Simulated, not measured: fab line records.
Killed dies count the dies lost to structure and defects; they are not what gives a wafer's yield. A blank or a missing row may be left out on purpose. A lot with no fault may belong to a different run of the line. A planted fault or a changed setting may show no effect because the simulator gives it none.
fab line records	flow nand_harc	part 1 of 2: steps 1 to 23 of 29
record lots=5	wafers=15	last_day=23
route steps=1159 shown A_STAIRCASE@597
lots with no fault: from the same line, run without faults
start_h: hours from the record's first day to the start of the lot's first wafer shown	wait_h: how many hours have passed since the lot's step before this one	" same as the row above	L1.1+2: one row covering several wafers at once	- no value present, or no start provided	* or withheld: withheld	< > ~ a bound
route shown NAME@n: names a module that has steps shown in the file, with the first one's number in the route	usual: average and standard deviation across the fault-free wafers	same: alike in all rows	chamber/n: place in a boat	sites: each site's reading	_std_site: their standard deviation	_edge_site: mean of outer sites minus mean of inner sites	radius_mm: for every site, how far away it sits from the centre of the wafer	mask NAME#n: copy n	behind: tool/chamber where the wafer was last shaped	hold: reason for holding the lot/hours on hold/outcome of the hold	device: whichever transistor did not switch (one of n, p or np)	end of line: the route-end tests of the same wafers	a step given without rows: its recipe and nothing more	killed: count of dies lost to structure and defects at first sort (not the wafer's yield)	map: a wafer's dies, x killed, . not, _ none there
set.NAME: the setting that was run; set.NAME@STEP: the one run at that earlier step	model.NAME: the simulator's own value behind a step, which no gauge read
lots seen at some steps along the route; tables by step, rows by wafer
services: the hour from which a tool's chamber was out of use, counted from the record's first day as start_h (under 0 if before that day), plus the number of hours and why
## steps
# step NHARC_A_STAIRCASE_ETCH_203
# recipe target_depth_a=1000	time_s=40.5	ion_energy_ev=400	c4f8_flow_sccm=20	o2_flow_sccm=10	ar_flow_sccm=withheld	rf_w=600	bias_w=1000	chemistry=C4F8/O2
# usual oes_product_au=0.942/0.0083	rf_vpp_V=896/6.5
lot.wafer	tool	chamber	start_h	wait_h	oes_product_au	rf_hours_counter_h	rf_vpp_V
L074.4	rie_diel-01	3	-	-	0.943	34	902
L074.1	"	1	"	"	0.953	37	899
L074.5	"	3	"	"	0.940	-	902
L083.1	rie_diel-10	1	-	-	0.948	44	888
L083.6	"	1	"	"	0.950	-	890
L083.5	"	2	"	"	0.940	-	889
L084.4	rie_diel-10	3	-	-	0.938	35	895
L084.3	"	0	"	"	0.940	46	892
L084.2	"	1	"	"	0.954	46	888
L088.3	rie_diel-10	1	-	-	0.937	59	886
L088.1	"	0	"	"	0.958	58	894
L088.6	"	1	"	"	0.946	-	889
L093.4	rie_diel-10	1	-	-	0.946	63	889
L093.1	"	2	"	"	0.939	61	890
L093.5	"	0	"	"	0.949	-	893
# step NHARC_A_STAIRCASE_STRIP_205
# recipe power_w=1500	temp_c=250	chemistry=O2
# usual drypump_motor_current_A=5.8/0.45	heater_power_w=355/31
lot.wafer	tool	chamber	start_h	wait_h	drypump_motor_current_A	heater_power_w	rf_hours_counter_h
L074.1	plasma_asher-02	1	252.11	0.1	5.2	329	19
L074.4	"	1	"	"	5.2	315	-
L074.5	"	1	"	"	5.2	320	-
L083.1	plasma_asher-02	0	295.21	0.1	5.7	336	37
L083.6	"	0	"	"	5.7	341	-
L083.5	"	1	"	"	5.2	322	-
L084.2	plasma_asher-02	1	306.94	0.1	5.2	318	40
L084.4	"	1	"	"	5.2	325	-
L084.3	"	0	"	"	5.7	338	-
L088.1	plasma_asher-01	1	335.54	0.3	5.8	365	16
L088.3	"	0	"	"	6.5	406	-
L088.6	"	0	"	"	6.4	405	-
L093.1	plasma_asher-02	1	344.16	0.1	5.2	321	54
L093.4	"	0	"	"	5.7	340	-
L093.5	"	0	"	"	5.7	335	-
# step NHARC_A_STAIRCASE_STRIP_206
# recipe time_s=900	temp_c=130	chemistry=SPM
lot.wafer	tool	chamber	start_h	wait_h
L074.1+5+4	wet_bench-07	4,6,1	252.47	0.3
L083.6+5+1	wet_bench-06	0,3,4	295.57	0.1
L084.2+3+4	wet_bench-03	3,4,7	307.29	0.3
L088.6+3+1	wet_bench-06	6,7,0	335.90	0.1
L093.4+5+1	wet_bench-06	7,0,2	344.47	0.2
# step NHARC_A_STAIRCASE_PRECLEAN_207
# recipe time_s=*	temp_c=50	bath_age_min=0	chemistry=SC1
lot.wafer	tool	chamber	start_h	wait_h
L074.1+5+4	wet_bench-07	4,6,1	-	-
L083.6+5+1	wet_bench-06	0,3,4	-	-
L084.2+3+4	wet_bench-03	3,4,7	-	-
L088.6+3+1	wet_bench-06	6,7,0	-	-
L093.4+5+1	wet_bench-06	7,0,2	-	-
# step NHARC_A_STAIRCASE_SRD_208
lot.wafer	tool	chamber	start_h	wait_h
L074.1+5+4	wet_bench-07	4,6,1	-	-
L083.6+5+1	wet_bench-06	0,3,4	-	-
L084.2+3+4	wet_bench-03	3,4,7	-	-
L088.6+3+1	wet_bench-06	6,7,0	-	-
L093.4+5+1	wet_bench-06	7,0,2	-	-
# step NHARC_A_STAIRCASE_DEHYDRATE_209
# recipe temp_c=150	time_s=120
lot.wafer	tool	chamber	start_h	wait_h
L074.1+4+5	litho_track-03	0	252.92	-
L083.1+5+6	litho_track-05	0	296.02	-
L084.2+3+4	litho_track-03	0	307.76	-
L088.1+3+6	litho_track-05	0	336.36	-
L093.1+4+5	litho_track-03	0	344.91	-
# step NHARC_A_STAIRCASE_HMDS_210
# recipe time_s=30
lot.wafer	tool	chamber	start_h	wait_h
L074.1+4+5	litho_track-03	0	-	-
L083.1+5+6	litho_track-05	0	-	-
L084.2+3+4	litho_track-03	0	-	-
L088.1+3+6	litho_track-05	0	-	-
L093.1+4+5	litho_track-03	0	-	-
# step NHARC_A_STAIRCASE_COAT_211
# recipe spin_rpm=1200
lot.wafer	tool	chamber	start_h	wait_h
L074.1+4+5	litho_track-03	0	-	-
L083.1+5+6	litho_track-05	0	-	-
L084.2+3+4	litho_track-03	0	-	-
L088.1+3+6	litho_track-05	0	-	-
L093.1+4+5	litho_track-03	0	-	-
# step NHARC_A_STAIRCASE_SOFTBAKE_212
# recipe temp_c=135	time_s=170
lot.wafer	tool	chamber	start_h	wait_h
L074.1+4+5	litho_track-03	0	-	-
L083.1+5+6	litho_track-05	0	-	-
L084.2+3+4	litho_track-03	0	-	-
L088.1+3+6	litho_track-05	0	-	-
L093.1+4+5	litho_track-03	0	-	-
# step NHARC_A_STAIRCASE_EBR_213
lot.wafer	tool	chamber	start_h	wait_h
L074.1+4+5	litho_track-03	0	-	-
L083.1+5+6	litho_track-05	0	-	-
L084.2+3+4	litho_track-03	0	-	-
L088.1+3+6	litho_track-05	0	-	-
L093.1+4+5	litho_track-03	0	-	-
# step NHARC_A_STAIRCASE_EXPOSE_214
# recipe na=0.5	dose_mj=31.26	mask_id=STAIR_3
# usual exposure_dose_mJ_cm2=31.27/0.034	focus_offset_nm=0.0/0.55
lot.wafer	tool	chamber	start_h	wait_h	mask	exposure_dose_mJ_cm2	focus_offset_nm
L074.1	krf_scanner-02	0	253.26	-	STAIR_3#0	31.28	-0.2
L074.4	"	0	"	"	STAIR_3#0	31.30	0.0
L074.5	"	0	"	"	STAIR_3#0	31.31	0.2
L083.1	krf_scanner-02	0	296.36	-	STAIR_3#0	31.22	-0.2
L083.5	"	0	"	"	STAIR_3#0	31.26	-0.3
L083.6	"	0	"	"	STAIR_3#0	31.20	0.2
L084.2	krf_scanner-02	0	308.10	-	STAIR_3#0	31.25	0.9
L084.3	"	0	"	"	STAIR_3#0	31.23	0.9
L084.4	"	0	"	"	STAIR_3#0	31.25	0.2
L088.1	krf_scanner-04	0	336.69	-	STAIR_3#0	31.22	0.9
L088.3	"	0	"	"	STAIR_3#0	31.27	0.0
L088.6	"	0	"	"	STAIR_3#0	31.29	-0.3
L093.1	krf_scanner-02	0	345.12	-	STAIR_3#0	31.28	-0.1
L093.4	"	0	"	"	STAIR_3#0	31.26	-0.3
L093.5	"	0	"	"	STAIR_3#0	31.22	-0.5
# step NHARC_A_STAIRCASE_PEB_215
# recipe peb_temp_c=115	peb_time_s=130
lot.wafer	tool	chamber	start_h	wait_h
L074.1+4+5	litho_track-05	0	253.32	0.1
L083.1+5+6	litho_track-02	0	296.42	0.1
L084.2+3+4	litho_track-03	0	308.16	0.1
L088.1+3+6	litho_track-05	0	336.76	0.1
L093.1+4+5	litho_track-05	0	345.19	0.1
# step NHARC_A_STAIRCASE_DEVELOP_216
# recipe time_s=140
lot.wafer	tool	chamber	start_h	wait_h
L074.1+4+5	litho_track-05	0	-	-
L083.1+5+6	litho_track-02	0	-	-
L084.2+3+4	litho_track-03	0	-	-
L088.1+3+6	litho_track-05	0	-	-
L093.1+4+5	litho_track-05	0	-	-
# step NHARC_A_STAIRCASE_HARDBAKE_218
# recipe temp_c=120	time_s=140
lot.wafer	tool	chamber	start_h	wait_h
L074.1+4+5	litho_track-05	0	253.54	-
L083.1+5+6	litho_track-03	0	296.64	-
L084.2+3+4	litho_track-03	0	308.38	-
L088.1+3+6	litho_track-02	0	336.97	-
L093.1+4+5	litho_track-03	0	345.40	-
# step NHARC_A_STAIRCASE_DESCUM_219
# recipe time_s=3	o2_flow_sccm=200	ar_flow_sccm=0	bias_power_w=0	chemistry=O2
# usual drypump_motor_current_A=5.5/0.49	o2_flow_sccm=200.1/0.62	oes_product_au=1.001/0.0073	rf_vpp_V=57.6/0.91	showerhead_plenum_p_Torr=1.89/0.1	throttle_valve_pct=11.310/0.0094
lot.wafer	tool	chamber	start_h	wait_h	drypump_motor_current_A	o2_flow_sccm	oes_product_au	rf_hours_counter_h	rf_vpp_V	showerhead_plenum_p_Torr	throttle_valve_pct
L074.1	rie_diel-10	2	253.64	-	5.3	200.4	1.011	25	58.3	1.81	11.321
L074.4	"	3	"	"	5.0	200.2	0.991	22	59.5	1.89	11.313
L074.5	"	2	"	"	5.3	199.6	1.009	-	57.9	1.81	11.307
L083.1	rie_diel-12	1	296.76	-	5.2	200.9	0.995	33	58.5	2.01	11.307
L083.5	"	2	"	"	4.9	199.2	0.986	-	58.0	1.78	11.300
L083.6	"	3	"	"	5.4	200.3	0.993	-	57.4	2.07	11.300
L084.4	rie_diel-12	3	308.47	-	5.4	199.3	1.005	35	57.8	2.06	11.310
L084.2	"	0	"	"	5.6	200.7	1.011	36	58.3	2.06	11.314
L084.3	"	2	"	"	4.9	199.4	1.004	33	57.3	1.78	11.305
L088.1	rie_diel-10	1	337.07	-	5.9	199.1	1.013	60	56.9	1.79	11.323
L088.3	"	3	"	"	5.0	200.2	1.009	48	57.4	1.88	11.293
L088.6	"	2	"	"	5.3	200.7	1.003	-	57.8	1.80	11.320
L093.4	rie_diel-10	2	345.51	-	5.3	199.1	1.010	61	57.3	1.80	11.307
L093.1	"	3	"	"	5.0	200.5	0.991	52	58.7	1.88	11.305
L093.5	"	2	"	"	5.3	199.6	1.008	-	58.2	1.80	11.300
# step NHARC_A_STAIRCASE_TRIM_220
# recipe time_s=211.2	o2_flow_sccm=500	ar_flow_sccm=0	bias_w=0	chemistry=O2
# usual drypump_motor_current_A=5.5/0.47	o2_flow_sccm=500.2/1.4	oes_product_au=1.001/0.007	rf_vpp_V=57.6/0.92	showerhead_plenum_p_Torr=3.48/0.17	throttle_valve_pct=17.038/0.0095
lot.wafer	tool	chamber	start_h	wait_h	drypump_motor_current_A	o2_flow_sccm	oes_product_au	rf_hours_counter_h	rf_vpp_V	showerhead_plenum_p_Torr	throttle_valve_pct
L074.4	rie_diel-10	2	253.73	0.1	5.3	498.4	0.998	25	56.9	3.35	17.022
L074.1	"	3	"	"	5.0	501.6	0.997	22	57.7	3.48	17.045
L074.5	"	2	"	"	5.3	499.0	0.992	-	59.0	3.35	17.056
L083.1	rie_diel-12	2	296.85	0.1	4.9	500.5	0.990	29	57.8	3.29	17.029
L083.5	"	0	"	"	5.6	500.0	1.008	-	58.2	3.79	17.014
L083.6	"	1	"	"	5.2	499.9	1.005	-	58.3	3.69	17.034
L084.3	rie_diel-12	3	308.57	0.1	5.4	502.3	1.010	35	59.1	3.79	17.036
L084.4	"	0	"	"	5.6	502.5	0.995	36	58.3	3.79	17.055
L084.2	"	1	"	"	5.2	497.9	1.012	36	58.8	3.69	17.043
L088.1	rie_diel-10	0	337.21	0.1	5.6	500.1	1.020	59	56.3	3.43	17.035
L088.3	"	1	"	"	5.9	501.0	0.996	60	56.9	3.32	17.031
L088.6	"	1	"	"	5.8	500.5	1.006	-	57.3	3.32	17.041
L093.1	rie_diel-10	3	345.60	0.1	5.0	501.5	1.001	52	57.7	3.47	17.037
L093.4	"	1	"	"	5.9	497.6	1.009	63	58.3	3.32	17.050
L093.5	"	2	"	"	5.3	498.0	0.999	-	56.4	3.33	17.043
# step NHARC_A_STAIRCASE_ETCH_221
# recipe target_depth_a=1000	time_s=40.5	ion_energy_ev=400	c4f8_flow_sccm=20	o2_flow_sccm=10	ar_flow_sccm=withheld	rf_w=600	bias_w=1000	chemistry=C4F8/O2
# usual oes_product_au=0.943/0.013	rf_vpp_V=894/6.3
lot.wafer	tool	chamber	start_h	wait_h	oes_product_au	rf_hours_counter_h	rf_vpp_V
L074.1	rie_diel-10	1	-	-	0.945	26	888
L074.4	"	2	"	"	0.950	25	889
L074.5	"	1	"	"	0.950	-	890
L083.1	rie_diel-12	2	-	-	0.953	29	887
L083.5	"	0	"	"	0.953	-	906
L083.6	"	1	"	"	0.973	-	902
L084.4	rie_diel-12	0	-	-	0.958	37	904
L084.3	"	2	"	"	0.951	33	887
L084.2	"	3	"	"	0.938	35	906
L088.1	rie_diel-10	0	-	-	0.943	59	892
L088.3	"	1	"	"	0.935	60	888
L088.6	"	0	"	"	0.945	-	894
L093.1	rie_diel-10	1	-	-	0.940	63	889
L093.4	"	3	"	"	0.937	52	894
L093.5	"	1	"	"	0.947	-	888
# step NHARC_A_STAIRCASE_TRIM_222
# recipe time_s=211.2	o2_flow_sccm=500	ar_flow_sccm=0	bias_w=0	chemistry=O2
# usual drypump_motor_current_A=5.5/0.46	o2_flow_sccm=500.1/1.4	oes_product_au=1.003/0.007	rf_vpp_V=57.7/0.89	showerhead_plenum_p_Torr=3.50/0.18	throttle_valve_pct=17.037/0.0091
lot.wafer	tool	chamber	start_h	wait_h	drypump_motor_current_A	o2_flow_sccm	oes_product_au	rf_hours_counter_h	rf_vpp_V	showerhead_plenum_p_Torr	throttle_valve_pct
L074.4	rie_diel-10	2	-	-	5.3	501.8	1.000	25	56.9	3.35	17.036
L074.1	"	3	"	"	5.0	500.5	0.999	22	57.0	3.48	17.031
L074.5	"	1	"	"	5.9	501.5	1.005	-	57.1	3.34	17.039
L083.1	rie_diel-12	1	-	-	5.2	498.2	0.992	33	56.3	3.69	17.021
L083.5	"	3	"	"	5.4	501.2	1.002	-	59.6	3.79	17.033
L083.6	"	0	"	"	5.5	499.1	1.010	-	56.2	3.79	17.049
L084.4	rie_diel-12	2	-	-	4.8	499.6	1.011	33	57.2	3.29	17.036
L084.2	"	3	"	"	5.4	497.3	1.014	35	58.1	3.79	17.026
L084.3	"	0	"	"	5.6	499.2	0.996	37	58.4	3.79	17.044
L088.3	rie_diel-10	3	-	-	5.0	499.3	0.987	49	58.7	3.47	17.027
L088.1	"	1	"	"	5.9	498.7	0.992	60	58.9	3.32	17.035
L088.6	"	3	"	"	5.0	501.0	0.990	-	57.8	3.47	17.034
L093.1	rie_diel-10	0	-	-	5.6	499.6	1.002	63	57.7	3.43	17.057
L093.4	"	1	"	"	5.9	501.0	0.995	63	58.2	3.32	17.027
L093.5	"	1	"	"	5.8	501.8	1.001	-	58.0	3.32	17.037
# step NHARC_A_STAIRCASE_ETCH_223
# recipe target_depth_a=1000	time_s=40.5	ion_energy_ev=400	c4f8_flow_sccm=20	o2_flow_sccm=10	ar_flow_sccm=withheld	rf_w=600	bias_w=1000	chemistry=C4F8/O2
# usual oes_product_au=0.943/0.01	rf_vpp_V=894/6.3
lot.wafer	tool	chamber	start_h	wait_h	oes_product_au	rf_hours_counter_h	rf_vpp_V
L074.4	rie_diel-10	0	-	-	0.962	29	893
L074.1	"	2	"	"	0.942	25	890
L074.5	"	0	"	"	0.963	-	894
L083.1	rie_diel-12	1	-	-	0.975	34	903
L083.5	"	2	"	"	0.955	-	886
L083.6	"	3	"	"	0.954	-	906
L084.2	rie_diel-12	0	-	-	0.931	37	905
L084.3	"	1	"	"	0.923	37	900
L084.4	"	2	"	"	0.923	33	888
L088.3	rie_diel-10	0	-	-	0.953	59	892
L088.1	"	1	"	"	0.936	60	887
L088.6	"	2	"	"	0.938	-	891
L093.1	rie_diel-10	0	-	-	0.943	63	892
L093.4	"	2	"	"	0.931	62	888
L093.5	"	3	"	"	0.944	-	892
# step NHARC_A_STAIRCASE_TRIM_224
# recipe time_s=211.2	o2_flow_sccm=500	ar_flow_sccm=0	bias_w=0	chemistry=O2
# usual drypump_motor_current_A=5.6/0.48	o2_flow_sccm=499.8/1.4	oes_product_au=1.001/0.0066	rf_vpp_V=57.7/0.86	showerhead_plenum_p_Torr=3.50/0.17	throttle_valve_pct=17.037/0.0086
lot.wafer	tool	chamber	start_h	wait_h	drypump_motor_current_A	o2_flow_sccm	oes_product_au	rf_hours_counter_h	rf_vpp_V	showerhead_plenum_p_Torr	throttle_valve_pct
L074.4	rie_diel-10	1	-	-	5.9	499.7	0.999	26	58.8	3.34	17.036
L074.1	"	2	"	"	5.3	499.4	1.007	25	56.9	3.35	17.025
L074.5	"	0	"	"	5.6	498.9	1.008	-	57.9	3.44	17.033
L083.1	rie_diel-12	0	-	-	5.5	497.8	1.004	34	58.3	3.79	17.041
L083.5	"	2	"	"	4.9	500.6	0.997	-	57.2	3.29	17.034
L083.6	"	3	"	"	5.4	497.3	1.010	-	57.4	3.79	17.040
L084.3	rie_diel-12	1	-	-	5.2	500.4	0.994	37	57.6	3.69	17.038
L084.4	"	2	"	"	4.9	501.1	0.996	33	56.3	3.29	17.039
L084.2	"	3	"	"	5.4	499.7	1.001	35	58.7	3.79	17.050
L088.3	rie_diel-10	0	-	-	5.6	500.4	1.008	59	57.5	3.43	17.039
L088.1	"	1	"	"	5.9	500.2	1.015	60	57.6	3.32	17.040
L088.6	"	0	"	"	5.6	499.7	1.013	-	58.0	3.43	17.039
L093.1	rie_diel-10	2	-	-	5.3	499.7	0.991	62	58.2	3.33	17.041
L093.4	"	3	"	"	5.0	497.7	0.997	53	57.8	3.47	17.035
L093.5	"	1	"	"	5.8	501.0	1.002	-	56.2	3.32	17.045
# step NHARC_A_STAIRCASE_ETCH_225
# recipe target_depth_a=1000	time_s=40.5	ion_energy_ev=400	c4f8_flow_sccm=20	o2_flow_sccm=10	ar_flow_sccm=withheld	rf_w=600	bias_w=1000	chemistry=C4F8/O2
# usual oes_product_au=0.943/0.0095	rf_vpp_V=894/6.1
lot.wafer	tool	chamber	start_h	wait_h	oes_product_au	rf_hours_counter_h	rf_vpp_V
L074.4	rie_diel-10	0	-	-	0.944	29	893
L074.1	"	1	"	"	0.942	27	889
L074.5	"	3	"	"	0.934	-	895
L083.1	rie_diel-12	2	-	-	0.936	29	887
L083.6	"	2	"	"	0.950	-	886
L083.5	"	3	"	"	0.942	-	906
L084.4	rie_diel-12	3	-	-	0.946	37	906
L084.3	"	0	"	"	0.942	39	905
L084.2	"	1	"	"	0.939	38	902
L088.1	rie_diel-10	0	-	-	0.939	59	892
L088.3	"	1	"	"	0.945	60	889
L088.6	"	0	"	"	0.941	-	893
L093.1	rie_diel-10	3	-	-	0.939	53	894
L093.4	"	0	"	"	0.948	63	892
L093.5	"	1	"	"	0.934	-	888
# step NHARC_A_STAIRCASE_TRIM_226
# recipe time_s=211.2	o2_flow_sccm=500	ar_flow_sccm=0	bias_w=0	chemistry=O2
# usual drypump_motor_current_A=5.6/0.48	o2_flow_sccm=499.9/1.5	oes_product_au=1.003/0.007	rf_vpp_V=57.6/0.85	showerhead_plenum_p_Torr=3.49/0.18	throttle_valve_pct=17.036/0.0093
lot.wafer	tool	chamber	start_h	wait_h	drypump_motor_current_A	o2_flow_sccm	oes_product_au	rf_hours_counter_h	rf_vpp_V	showerhead_plenum_p_Torr	throttle_valve_pct
L074.1	rie_diel-10	2	-	-	5.3	500.4	0.998	25	57.7	3.35	17.048
L074.4	"	0	"	"	5.6	499.8	0.995	30	57.0	3.44	17.054
L074.5	"	1	"	"	5.9	497.7	1.005	-	56.1	3.34	17.036
L083.1	rie_diel-12	0	-	-	5.5	502.8	1.005	34	59.0	3.79	17.033
L083.6	"	2	"	"	4.9	501.7	1.003	-	56.8	3.29	17.025
L083.5	"	3	"	"	5.4	501.3	1.012	-	57.8	3.79	17.028
L084.3	rie_diel-12	3	-	-	5.4	498.6	0.993	37	58.6	3.79	17.033
L084.4	"	0	"	"	5.5	498.4	0.996	39	59.2	3.79	17.048
L084.2	"	1	"	"	5.2	501.9	1.002	38	57.3	3.69	17.035
L088.3	rie_diel-10	0	-	-	5.6	498.0	1.013	59	57.1	3.43	17.027
L088.1	"	2	"	"	5.3	500.3	1.002	59	58.1	3.33	17.025
L088.6	"	0	"	"	5.6	498.0	1.007	-	57.9	3.43	17.048
L093.4	rie_diel-10	3	-	-	5.0	503.1	0.995	53	57.7	3.47	17.059
L093.1	"	0	"	"	5.6	500.2	1.010	63	57.4	3.43	17.025
L093.5	"	1	"	"	5.9	500.2	1.009	-	56.3	3.32	17.017
# step NHARC_A_STAIRCASE_ETCH_227
# recipe target_depth_a=1000	time_s=40.5	ion_energy_ev=400	c4f8_flow_sccm=20	o2_flow_sccm=10	ar_flow_sccm=withheld	rf_w=600	bias_w=1000	chemistry=C4F8/O2
# usual oes_product_au=0.944/0.0088	rf_vpp_V=894/6.4
lot.wafer	tool	chamber	start_h	wait_h	oes_product_au	rf_hours_counter_h	rf_vpp_V
L074.4	rie_diel-10	2	-	-	0.942	26	889
L074.1	"	0	"	"	0.971	30	892
L074.5	"	2	"	"	0.947	-	888
L083.1	rie_diel-12	3	-	-	0.953	32	906
L083.6	"	1	"	"	0.966	-	901
L083.5	"	2	"	"	0.957	-	887
L084.3	rie_diel-12	1	-	-	0.942	38	902
L084.4	"	2	"	"	0.944	34	887
L084.2	"	3	"	"	0.937	37	904
L088.1	rie_diel-10	1	-	-	0.944	61	889
L088.3	"	2	"	"	0.962	59	889
L088.6	"	3	"	"	0.936	-	894
L093.4	rie_diel-10	0	-	-	0.943	63	891
L093.1	"	3	"	"	0.944	53	893
L093.5	"	1	"	"	0.945	-	889
